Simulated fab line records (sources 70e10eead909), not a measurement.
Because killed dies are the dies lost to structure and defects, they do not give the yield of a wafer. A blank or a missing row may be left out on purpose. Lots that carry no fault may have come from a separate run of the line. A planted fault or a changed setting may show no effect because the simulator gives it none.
fab line records ; flow nandHarc ; part 1 of 2: steps 1 to 21 of 33
record: lots: 5; wafers: 15; lastDay: 32
route steps=1302 shown A_CHANNEL_FILL_D2@615 A_STAIRCASE@639
lots with no fault: from the same line, run without faults
startH: hours from the record's opening day to when the first of the lot's shown wafers began ; waitH: how many hours have passed since the lot's step before this one ; " same as the row above ; L1.1+2: a row that stands for several wafers ; - either no value or no given start ; * or withheld: withheld ; < > ~ a bound
route shown NAME@n: names a module that has steps shown in the file, with the first one's number in the route ; usual: mean/standard deviation taken from wafers without a fault ; same: alike in all rows ; chamber/n: place in a boat ; sites: readings site by site ; _std_site: their standard deviation ; _edge_site: the outer-site mean with the inner-site mean subtracted ; radiusMm: how far each site lies from the wafer's centre ; mask NAME#n: copy n ; behind: tool/chamber where the wafer was last shaped ; hold: why the lot went on hold/how many hours it stayed there/how the hold came to an end ; device: the transistor (n, p or np) that didn't switch ; end of line: tests run on the same wafers once the route is complete ; a step with no rows: only its recipe ; killed: count of dies lost to structure and defects at first sort (not the wafer's yield) ; map: shows each die of a wafer: x if killed, . if not, _ if none is there
set.NAME: the setting the step ran with; set.NAME@STEP: the setting that earlier step ran with ; model.NAME: the simulator's own value behind a step, which no gauge read
lots at selected steps of the route; one table per step, one row per wafer
services: from which hour (startH, from the record's first day; less than 0 if before it) a tool's chamber was out of use, for how many hours, and why
== steps ==
step: NHARC_A_CHANNEL_FILL_D2_ALD_15
recipe: targetThkA: 20; pulseTimeS: 60; aldCycles: 19; tempC: 630; pressureTorr: 2; material: SiNx
usual: precursorPulseHeightRel: 1.001/0.019
lot.wafer;tool;chamber;startH;waitH;precursorPulseHeightRel
L075.1;aldSinBatch-01;0;-;-;1.018
L075.4;aldSinBatch-01;0;-;-;0.993
L075.5;aldSinBatch-01;0;-;-;0.979
L080.2;aldSinBatch-01;0;-;-;1.012
L080.4;aldSinBatch-01;0;-;-;1.020
L080.6;aldSinBatch-01;0;-;-;1.002
L082.1;aldSinBatch-01;0;-;-;1.005
L082.2;aldSinBatch-01;0;-;-;0.995
L082.5;aldSinBatch-01;0;-;-;1.005
L092.1;aldSinBatch-01;0;-;-;0.987
L092.3;aldSinBatch-01;0;-;-;0.994
L092.6;aldSinBatch-01;0;-;-;0.981
L095.1;aldSinBatch-02;0;-;-;0.978
L095.2;aldSinBatch-02;0;-;-;0.991
L095.3;aldSinBatch-02;0;-;-;1.022
step: NHARC_A_CHANNEL_FILL_D2_ALD_16
recipe: targetThkA: 15; pulseTimeS: 10; aldCycles: 15; tempC: 300; material: SiO2
usual: heaterPowerW: 434/40; precursorPulseHeightRel: 1.001/0.021
lot.wafer;tool;chamber;startH;waitH;heaterPowerW;precursorPulseHeightRel
L075.1;aldHk-03;0;311.43;0.1;452;0.991
L075.4;aldHk-03;1;311.43;0.1;440;1.048
L075.5;aldHk-03;0;311.43;0.1;439;0.993
L080.4;aldHk-03;0;372.36;0.0;453;0.981
L080.2;aldHk-03;2;372.36;0.0;465;1.020
L080.6;aldHk-03;0;372.36;0.0;440;0.986
L082.1;aldHk-01;3;396.10;0.1;362;1.021
L082.2;aldHk-01;1;396.10;0.1;427;1.028
L082.5;aldHk-01;3;396.10;0.1;359;1.009
L092.1;aldHk-02;1;491.96;0.1;425;1.009
L092.3;aldHk-02;2;491.96;0.1;489;0.990
L092.6;aldHk-02;1;491.96;0.1;441;0.987
L095.2;aldHk-01;2;518.54;0.0;410;0.983
L095.3;aldHk-01;3;518.54;0.0;348;1.007
L095.1;aldHk-01;0;518.54;0.0;491;0.988
step: NHARC_A_CHANNEL_FILL_D2_ANNEAL_17
recipe: tempC: 850; timeS: 1800
usual: spikeTcUpperC: 849.4/1.4; zonePowerCentrePct: 17.3/0.94; zonePowerTopPct: 29.3/0.4
lot.wafer;tool;chamber;startH;waitH;spikeTcUpperC;zonePowerCentrePct;zonePowerTopPct
L075.1;furnace-01;0;314.72;-;848.6;17.8;29.3
L075.4;furnace-01;0;314.72;-;848.4;17.9;29.2
L075.5;furnace-01;0;314.72;-;848.6;17.7;29.7
L080.2;furnace-02;0;375.73;-;850.5;17.3;29.7
L080.4;furnace-02;0;375.73;-;850.2;17.4;29.8
L080.6;furnace-02;0;375.73;-;848.1;17.1;29.3
L082.1;furnace-02;0;399.45;-;851.1;17.0;29.3
L082.2;furnace-02;0;399.45;-;850.8;17.4;29.8
L082.5;furnace-02;0;399.45;-;851.0;17.1;29.6
L092.1;furnace-02;0;498.16;-;849.4;17.2;29.8
L092.3;furnace-02;0;498.16;-;850.6;17.2;29.3
L092.6;furnace-02;0;498.16;-;851.5;17.1;29.8
L095.1;furnace-01;0;522.22;-;850.4;17.8;30.1
L095.2;furnace-01;0;522.22;-;849.7;17.9;29.6
L095.3;furnace-01;0;522.22;-;847.8;17.8;29.8
step: NHARC_A_CHANNEL_FILL_D2_CVD_18
recipe: targetThkA: 30; tempC: 550; material: poly-Si
usual: spikeTcUpperC: 550.3/1.9; zonePowerCentrePct: 7.5/0.69; zonePowerTopPct: 15.7/1.7
lot.wafer;tool;chamber;startH;waitH;spikeTcUpperC;zonePowerCentrePct;zonePowerTopPct
L075.1;lpcvdPoly-04;0;321.14;-;552.4;6.3;18.7
L075.4;lpcvdPoly-04;0;321.14;-;552.6;6.4;18.5
L075.5;lpcvdPoly-04;0;321.14;-;553.4;6.4;18.2
L080.2;lpcvdPoly-02;0;382.27;-;546.3;8.1;15.0
L080.4;lpcvdPoly-02;0;382.27;-;548.6;8.0;15.0
L080.6;lpcvdPoly-02;0;382.27;-;546.0;8.1;15.6
L082.1;lpcvdPoly-02;0;407.08;-;548.6;8.0;15.3
L082.2;lpcvdPoly-02;0;407.08;-;547.6;8.0;15.2
L082.5;lpcvdPoly-02;0;407.08;-;548.8;8.0;15.1
L092.1;lpcvdPoly-03;0;504.74;-;549.8;7.7;14.4
L092.3;lpcvdPoly-03;0;504.74;-;550.8;7.9;14.5
L092.6;lpcvdPoly-03;0;504.74;-;550.5;7.9;14.7
L095.1;lpcvdPoly-03;0;528.60;-;551.7;7.7;14.3
L095.2;lpcvdPoly-03;0;528.60;-;551.5;7.9;14.4
L095.3;lpcvdPoly-03;0;528.60;-;551.1;7.9;14.1
step: NHARC_A_CHANNEL_FILL_D2_ETCHBACK_19
recipe: targetDepthA: 50; timeS: 1.7; hbrFlowSccm: 150; cl2FlowSccm: 50; rfW: 400; icpW: 400; biasW: 100; chemistry: HBr/Cl2
usual: drypumpMotorCurrentA: 6.0/0.48; oesProductAu: 0.999/0.0073; throttleValvePct: 26.406/0.0083
lot.wafer;tool;chamber;startH;waitH;drypumpMotorCurrentA;oesProductAu;rfHoursCounterH;throttleValvePct
L075.4;rieSi-05;2;323.21;0.4;6.5;1.004;0.08;26.387
L075.1;rieSi-05;3;323.21;0.4;5.6;0.979;0.08;26.393
L075.5;rieSi-05;2;323.21;0.4;6.5;0.996;-;26.409
L080.4;rieSi-02;3;384.31;0.4;5.6;1.008;0.49;26.403
L080.2;rieSi-02;1;384.31;0.4;6.1;1.016;0.67;26.411
L080.6;rieSi-02;3;384.31;0.4;5.6;1.006;-;26.419
L082.2;rieSi-04;1;409.16;0.4;6.5;1.004;0.34;26.393
L082.1;rieSi-04;2;409.16;0.4;6.6;1.004;0.36;26.410
L082.5;rieSi-04;0;409.16;0.4;5.6;0.997;-;26.417
L092.1;rieSi-02;1;506.83;0.4;6.0;1.001;0.20;26.414
L092.3;rieSi-02;2;506.83;0.4;5.1;0.991;0.22;26.407
L092.6;rieSi-02;3;506.83;0.4;5.6;0.983;-;26.412
L095.1;rieSi-05;2;530.68;0.4;6.4;1.005;0.24;26.398
L095.3;rieSi-05;3;530.68;0.4;5.6;1.009;0.23;26.414
L095.2;rieSi-05;1;530.68;0.4;6.1;1.006;0.24;26.411
step: NHARC_A_CHANNEL_FILL_D2_ETCHBACK_20
recipe: targetDepthA: 270; timeS: 13.5; c4f8FlowSccm: withheld; o2FlowSccm: 8; arFlowSccm: withheld; rfW: 600; biasW: 1500; chemistry: C4F8/O2/Ar
usual: oesProductAu: 0.989/0.018; rfVppV: 979/5.6
lot.wafer;tool;chamber;startH;waitH;oesProductAu;rfHoursCounterH;rfVppV
L075.4;rieDiel-11;2;323.34;-;0.972;9;982
L075.1;rieDiel-11;1;323.34;-;0.963;9;982
L075.5;rieDiel-11;2;323.34;-;0.970;-;980
L080.4;rieDiel-05;0;384.44;-;1.004;4;975
L080.2;rieDiel-05;2;384.44;-;1.004;4;969
L080.6;rieDiel-05;1;384.44;-;1.005;-;986
L082.1;rieDiel-07;2;409.29;-;0.993;3;981
L082.2;rieDiel-07;0;409.29;-;0.996;3;980
L082.5;rieDiel-07;1;409.29;-;0.986;-;987
L092.1;rieDiel-07;2;506.94;-;0.965;0;981
L092.3;rieDiel-07;3;506.94;-;0.964;1;974
L092.6;rieDiel-07;1;506.94;-;0.968;-;986
L095.1;rieDiel-11;1;530.81;-;0.990;18;980
L095.3;rieDiel-11;3;530.81;-;0.998;14;971
L095.2;rieDiel-11;0;530.81;-;1.002;16;982
step: NHARC_A_CHANNEL_FILL_D2_STRIP_28
recipe: timeS: 20; o2FlowSccm: 500; arFlowSccm: 0; biasW: 0; chemistry: O2
usual: drypumpMotorCurrentA: 5.7/0.54; mfcArSccm: 0.003/0.0066; oesProductAu: 0.998/0.0082; rfVppV: 57.8/0.81; showerheadPlenumPTorr: 3.55/0.14; throttleValvePct: 17.037/0.0099
lot.wafer;tool;chamber;startH;waitH;drypumpMotorCurrentA;mfcArSccm;oesProductAu;rfHoursCounterH;rfVppV;showerheadPlenumPTorr;throttleValvePct
L075.4;rieDiel-11;1;323.43;0.1;5.5;0.016;0.999;9;56.4;3.58;17.029
L075.1;rieDiel-11;2;323.43;0.1;5.5;0.013;0.998;9;58.0;3.60;17.026
L075.5;rieDiel-11;2;323.43;0.1;5.4;0.013;0.999;-;59.3;3.60;17.032
L080.2;rieDiel-05;3;384.53;0.1;5.5;0;0.992;4;57.1;3.59;17.023
L080.4;rieDiel-05;0;384.53;0.1;4.9;0;1.000;4;58.4;3.45;17.036
L080.6;rieDiel-05;0;384.53;0.1;4.9;0;0.992;-;57.0;3.45;17.043
L082.2;rieDiel-07;0;409.38;0.1;4.8;0.020;1.005;3;57.8;3.54;17.047
L082.1;rieDiel-07;1;409.38;0.1;6.0;0;0.996;3;58.0;3.75;17.035
L082.5;rieDiel-07;2;409.38;0.1;6.0;0;0.997;-;57.8;3.60;17.027
L092.1;rieDiel-07;3;507.03;0.1;6.0;0;0.998;1;57.3;3.42;17.037
L092.3;rieDiel-07;0;507.03;0.1;4.8;0.020;1.013;1;58.0;3.54;17.036
L092.6;rieDiel-07;2;507.03;0.1;5.9;0;1.005;-;58.0;3.60;17.025
L095.2;rieDiel-11;3;530.91;0.1;6.6;0.005;1.003;14;57.0;3.33;17.022
L095.3;rieDiel-11;0;530.91;0.1;5.2;0.007;1.008;16;57.8;3.66;17.049
L095.1;rieDiel-11;1;530.91;0.1;5.4;0.016;0.982;18;58.0;3.56;17.036
step: NHARC_A_CHANNEL_FILL_D2_PRECLEAN_21
recipe: timeS: 30; chemistry: dHF
lot.wafer;tool;chamber;startH;waitH
L075.1+5+4;wetBench-07;3,4,5;323.54;-
L080.4+6+2;wetBench-07;4,5,0;384.64;-
L082.2+1+5;wetBench-07;5,0,1;409.46;-
L092.6+3+1;wetBench-02;2,3,4;507.12;-
L095.3+1+2;wetBench-02;1,5,6;531.00;-
step: NHARC_A_CHANNEL_FILL_D2_SRD_23
lot.wafer;tool;chamber;startH;waitH
L075.1+5+4;wetBench-07;3,4,5;323.56;0.0
L080.4+6+2;wetBench-07;4,5,0;384.66;0.0
L082.2+1+5;wetBench-07;5,0,1;409.49;0.0
L092.6+3+1;wetBench-02;2,3,4;507.15;0.0
L095.3+1+2;wetBench-02;1,5,6;531.03;0.0
step: NHARC_A_CHANNEL_FILL_D2_CVD_05
recipe: targetThkA: 50; tempC: 550; material: poly-Si
usual: spikeTcUpperC: 550.3/1.8; zonePowerCentrePct: 7.3/0.79; zonePowerTopPct: 16.2/1.8
lot.wafer;tool;chamber;startH;waitH;spikeTcUpperC;zonePowerCentrePct;zonePowerTopPct
L075.1;lpcvdPoly-04;0;325.90;2.3;551.6;6.3;18.8
L075.4;lpcvdPoly-04;0;325.90;2.3;550.9;6.5;18.4
L075.5;lpcvdPoly-04;0;325.90;2.3;550.5;6.3;18.6
L080.2;lpcvdPoly-03;0;386.93;2.3;549.5;7.9;14.7
L080.4;lpcvdPoly-03;0;386.93;2.3;551.4;7.8;14.7
L080.6;lpcvdPoly-03;0;386.93;2.3;550.5;7.7;14.7
L082.1;lpcvdPoly-02;0;411.92;2.4;545.4;8.0;14.9
L082.2;lpcvdPoly-02;0;411.92;2.4;547.4;8.1;15.0
L082.5;lpcvdPoly-02;0;411.92;2.4;546.6;8.0;15.0
L092.1;lpcvdPoly-04;0;509.49;2.3;552.5;6.3;18.6
L092.3;lpcvdPoly-04;0;509.49;2.3;551.6;6.4;18.9
L092.6;lpcvdPoly-04;0;509.49;2.3;550.8;6.4;18.6
L095.1;lpcvdPoly-02;0;533.47;2.4;549.5;8.0;15.1
L095.2;lpcvdPoly-02;0;533.47;2.4;547.7;8.0;15.3
L095.3;lpcvdPoly-02;0;533.47;2.4;547.0;8.1;15.1
step: NHARC_A_CHANNEL_FILL_D2_ANNEAL_22
recipe: tempC: 620; timeS: 7200
usual: spikeTcUpperC: 619.0/1.2; zonePowerCentrePct: 9.1/0.71; zonePowerTopPct: 18.32/0.27
lot.wafer;tool;chamber;startH;waitH;spikeTcUpperC;zonePowerCentrePct;zonePowerTopPct
L075.1;furnace-01;0;331.18;3.4;619.3;9.8;18.23
L075.4;furnace-01;0;331.18;3.4;618.6;10.0;18.54
L075.5;furnace-01;0;331.18;3.4;619.0;9.8;18.26
L080.2;furnace-01;0;392.22;3.4;616.5;9.8;18.48
L080.4;furnace-01;0;392.22;3.4;617.6;9.9;18.61
L080.6;furnace-01;0;392.22;3.4;617.0;9.9;18.22
L082.1;furnace-01;0;417.18;3.4;619.2;10.1;18.50
L082.2;furnace-01;0;417.18;3.4;619.4;9.8;18.54
L082.5;furnace-01;0;417.18;3.4;618.7;9.9;18.36
L092.1;furnace-01;0;514.76;3.4;619.3;9.9;18.32
L092.3;furnace-01;0;514.76;3.4;619.1;9.8;18.19
L092.6;furnace-01;0;514.76;3.4;618.8;10.0;18.82
L095.1;furnace-02;0;538.77;3.5;621.1;9.5;18.65
L095.2;furnace-02;0;538.77;3.5;621.0;9.6;18.57
L095.3;furnace-02;0;538.77;3.5;620.9;9.5;18.70
step: NHARC_A_CHANNEL_FILL_D2_ALD_25
recipe: targetThkA: 600; pulseTimeS: 10; aldCycles: 600; tempC: 300; material: SiOx
usual: heaterPowerW: 438/40; precursorPulseHeightRel: 1.000/0.021
lot.wafer;tool;chamber;startH;waitH;heaterPowerW;precursorPulseHeightRel
L075.1;aldHk-02;1;335.25;0.1;426;0.994
L075.4;aldHk-02;3;336.48;1.3;447;1.007
L075.5;aldHk-02;2;338.33;3.1;530;1.044
L080.4;aldHk-01;2;397.47;1.4;423;1.009
L080.2;aldHk-01;3;397.47;1.4;366;1.017
L080.6;aldHk-01;0;397.47;1.4;478;1.003
L082.1;aldHk-03;3;421.26;0.1;413;0.992
L082.2;aldHk-03;0;421.26;0.1;433;1.001
L082.5;aldHk-03;0;424.38;3.2;439;0.993
L092.3;aldHk-02;3;518.76;0.0;480;1.006
L092.1;aldHk-02;2;520.64;1.9;500;1.009
L092.6;aldHk-02;3;520.64;1.9;449;0.977
L095.2;aldHk-02;2;542.86;0.1;488;0.993
L095.1;aldHk-02;3;542.86;0.1;455;1.011
L095.3;aldHk-02;0;542.86;0.1;381;0.969
step: NHARC_A_CHANNEL_FILL_D2_ETCHBACK_08
recipe: targetDepthA: 2200; timeS: 110; c4f8FlowSccm: 20; arFlowSccm: withheld; rfW: 600; biasW: 300; chemistry: C4F8
usual: oesProductAu: 0.97/0.034; rfVppV: 441.0/2.7
lot.wafer;tool;chamber;startH;waitH;oesProductAu;rfHoursCounterH;rfVppV
L075.4;rieDiel-07;1;-;-;0.98;1;445.0
L075.1;rieDiel-07;2;-;-;0.97;1;439.6
L075.5;rieDiel-07;1;-;-;0.98;-;444.4
L080.4;rieDiel-05;1;-;-;0.93;4;443.8
L080.2;rieDiel-05;2;-;-;0.91;4;436.4
L080.6;rieDiel-05;1;-;-;0.91;-;443.9
L082.1;rieDiel-05;1;-;-;1.00;1;444.0
L082.2;rieDiel-05;3;-;-;1.00;0;441.7
L082.5;rieDiel-05;2;-;-;1.00;-;435.4
L092.1;rieDiel-07;2;-;-;0.93;1;440.9
L092.3;rieDiel-07;3;-;-;0.93;1;440.4
L092.6;rieDiel-07;0;-;-;0.92;-;441.2
L095.1;rieDiel-07;1;-;-;0.99;2;445.0
L095.2;rieDiel-07;3;-;-;1.00;2;439.6
L095.3;rieDiel-07;0;-;-;1.01;2;440.5
step: NHARC_A_CHANNEL_FILL_D2_STRIP_29
recipe: timeS: 20; o2FlowSccm: 500; arFlowSccm: 0; biasW: 0; chemistry: O2
usual: drypumpMotorCurrentA: 5.7/0.55; mfcArSccm: 0.003/0.0064; oesProductAu: 1.000/0.0073; rfVppV: 57.9/0.87; showerheadPlenumPTorr: 3.55/0.15; throttleValvePct: 17.036/0.0079
lot.wafer;tool;chamber;startH;waitH;drypumpMotorCurrentA;mfcArSccm;oesProductAu;rfHoursCounterH;rfVppV;showerheadPlenumPTorr;throttleValvePct
L075.4;rieDiel-07;3;-;-;6.1;0;0.998;1;58.0;3.42;17.034
L075.1;rieDiel-07;0;-;-;4.9;0.020;1.015;1;58.6;3.54;17.035
L075.5;rieDiel-07;1;-;-;6.0;0;0.992;-;58.5;3.75;17.045
L080.2;rieDiel-05;0;-;-;4.9;0;0.991;4;57.3;3.45;17.046
L080.4;rieDiel-05;1;-;-;6.4;0;1.005;4;57.7;3.73;17.025
L080.6;rieDiel-05;0;-;-;4.9;0;1.005;-;56.6;3.45;17.029
L082.2;rieDiel-05;0;-;-;4.9;0;0.997;1;59.1;3.45;17.027
L082.1;rieDiel-05;1;-;-;6.4;0;1.008;1;59.2;3.73;17.051
L082.5;rieDiel-05;1;-;-;6.4;0;1.003;-;58.6;3.73;17.033
L092.1;rieDiel-07;1;-;-;6.0;0;0.994;1;58.6;3.75;17.027
L092.3;rieDiel-07;0;-;-;4.8;0.020;1.012;1;58.4;3.54;17.036
L092.6;rieDiel-07;1;-;-;6.0;0;0.997;-;58.4;3.75;17.055
L095.1;rieDiel-07;3;-;-;6.1;0;1.014;2;57.6;3.42;17.037
L095.2;rieDiel-07;1;-;-;6.0;0;0.999;2;58.8;3.75;17.039
L095.3;rieDiel-07;2;-;-;5.9;0;1.000;2;59.3;3.59;17.037
step: NHARC_A_CHANNEL_FILL_D2_PRECLEAN_30
recipe: timeS: 30; chemistry: dHF
lot.wafer;tool;chamber;startH;waitH
L075.1+5+4;wetBench-02;7,1,2;341.04;-
L080.4+6+2;wetBench-02;5,6,1;402.05;-
L082.5+2+1;wetBench-01;7,0,2;427.10;-
L092.3+1+6;wetBench-01;2,3,6;524.62;-
L095.1+3+2;wetBench-02;2,3,5;548.64;-
step: NHARC_A_CHANNEL_FILL_D2_SRD_31
lot.wafer;tool;chamber;startH;waitH
L075.1+5+4;wetBench-02;7,1,2;341.06;0.0
L080.4+6+2;wetBench-02;5,6,1;402.07;0.0
L082.5+2+1;wetBench-01;7,0,2;427.15;0.0
L092.3+1+6;wetBench-01;2,3,6;524.64;0.0
L095.1+3+2;wetBench-02;2,3,5;548.67;0.0
step: NHARC_A_CHANNEL_FILL_D2_CVD_09
recipe: targetThkA: 1500; tempC: 620; pressureMtorr: 200; timeS: 3000; material: poly-Si
usual: spikeTcUpperC: 620.5/1.9; zonePowerCentrePct: 8.9/0.95; zonePowerTopPct: 19.1/2.1
lot.wafer;tool;chamber;startH;waitH;spikeTcUpperC;zonePowerCentrePct;zonePowerTopPct
L075.1;lpcvdPoly-03;0;343.29;2.2;622.8;9.6;17.0
L075.4;lpcvdPoly-03;0;343.29;2.2;621.1;9.5;17.2
L075.5;lpcvdPoly-03;0;343.29;2.2;620.8;9.5;16.8
L080.2;lpcvdPoly-04;0;404.42;2.3;620.2;7.7;21.9
L080.4;lpcvdPoly-04;0;404.42;2.3;623.1;7.9;21.7
L080.6;lpcvdPoly-04;0;404.42;2.3;622.4;7.7;21.6
L082.1;lpcvdPoly-03;0;429.43;2.3;620.8;9.5;17.1
L082.2;lpcvdPoly-03;0;429.43;2.3;622.7;9.5;17.0
L082.5;lpcvdPoly-03;0;429.43;2.3;620.6;9.4;16.8
L092.1;lpcvdPoly-04;0;526.98;2.3;622.3;7.7;21.6
L092.3;lpcvdPoly-04;0;526.98;2.3;622.2;7.6;21.3
L092.6;lpcvdPoly-04;0;526.98;2.3;623.3;7.6;22.0
L095.1;lpcvdPoly-02;0;551.10;2.4;619.1;9.7;17.6
L095.2;lpcvdPoly-02;0;551.10;2.4;618.1;9.9;17.6
L095.3;lpcvdPoly-02;0;551.10;2.4;618.1;9.9;17.6
step: NHARC_A_CHANNEL_FILL_D2_CMP_10
recipe: targetThkNm: 150
usual: motorCurrentA: 12.7/0.7; timeToEndpointS: 15.2/2.3
lot.wafer;tool;chamber;startH;waitH;motorCurrentA;timeToEndpointS
L075.4;cmp-03;3;346.53;0.4;12.1;20.4
L075.1;cmp-03;0;346.53;0.4;12.5;14.7
L075.5;cmp-03;2;346.53;0.4;12.5;16.5
L080.4;cmp-02;0;407.60;0.4;11.5;13.4
L080.2;cmp-02;3;407.60;0.4;13.7;15.0
L080.6;cmp-02;0;407.60;0.4;11.5;16.5
L082.1;cmp-01;1;432.62;0.4;12.2;10.3
L082.2;cmp-01;3;432.62;0.4;11.8;12.2
L082.5;cmp-01;2;432.62;0.4;12.9;11.8
L092.3;cmp-03;3;530.20;0.4;11.7;14.2
L092.1;cmp-03;1;530.20;0.4;12.5;11.7
L092.6;cmp-03;2;530.20;0.4;12.2;14.8
L095.3;cmp-01;1;555.43;1.5;12.2;19.7
L095.2;cmp-01;2;555.43;1.5;13.0;17.7
L095.1;cmp-01;3;555.43;1.5;12.0;19.5
step: NHARC_A_CHANNEL_FILL_D2_SRD_12
lot.wafer;tool;chamber;startH;waitH
L075.4+1+5;wetBench-01;5,7,1;346.80;0.0
L080.6+4+2;wetBench-07;1,2,3;407.89;0.0
L082.2+5+1;wetBench-01;7,1,2;432.92;0.0
L092.1+6+3;wetBench-01;5,7,0;530.48;0.0
L095.3+1+2;wetBench-02;1,2,5;555.73;0.0
step: NHARC_A_CHANNEL_FILL_D2_RTA_24
recipe: tempC: 1000; timeS: 5
usual: lampPowerPct: 29.13/0.11; wafer_temp_C_max: 1004.2/0.93
lot.wafer;tool;chamber;startH;waitH;lampPowerPct;wafer_temp_C_max
L075.1;rtpAnneal-02;0;347.09;0.2;29.18;1004.1
L075.4;rtpAnneal-02;0;347.09;0.2;29.25;1002.9
L075.5;rtpAnneal-02;0;347.09;0.2;29.22;1003.1
L080.2;rtpAnneal-02;0;408.04;0.1;29.14;1003.4
L080.4;rtpAnneal-02;0;408.04;0.1;29.14;1002.7
L080.6;rtpAnneal-02;0;408.04;0.1;29.18;1003.1
L082.1;rtpAnneal-02;0;433.06;0.0;29.21;1003.1
L082.2;rtpAnneal-02;0;433.06;0.0;29.20;1002.6
L082.5;rtpAnneal-02;0;433.06;0.0;29.22;1003.5
L092.1;rtpAnneal-02;0;530.59;0.0;29.20;1003.1
L092.3;rtpAnneal-02;0;530.59;0.0;29.23;1003.3
L092.6;rtpAnneal-02;0;530.59;0.0;29.27;1001.8
L095.1;rtpAnneal-02;0;555.85;0.0;29.26;1004.0
L095.2;rtpAnneal-02;0;555.85;0.0;29.23;1004.1
L095.3;rtpAnneal-02;0;555.85;0.0;29.24;1004.5
step: NHARC_A_CHANNEL_FILL_D2_INSPECT_13
usual: rawDefectCount: 423/170
lot.wafer;tool;chamber;startH;waitH;rawDefectCount
L075.1;defectInspect-02;-;347.29;0.2;531
L075.4;defectInspect-02;-;347.29;0.2;266
L075.5;defectInspect-02;-;347.29;0.2;294
L080.2;defectInspect-01;-;408.21;0.1;406
L080.4;defectInspect-01;-;408.21;0.1;311
L080.6;defectInspect-01;-;408.21;0.1;372
L082.1;defectInspect-01;-;433.25;0.2;390
L082.2;defectInspect-01;-;433.25;0.2;363
L082.5;defectInspect-01;-;433.25;0.2;318
L092.1;defectInspect-02;-;530.79;0.2;469
L092.3;defectInspect-02;-;530.79;0.2;371
L092.6;defectInspect-02;-;530.79;0.2;325
L095.1;defectInspect-02;-;556.04;0.2;717
L095.2;defectInspect-02;-;556.04;0.2;684
L095.3;defectInspect-02;-;556.04;0.2;290
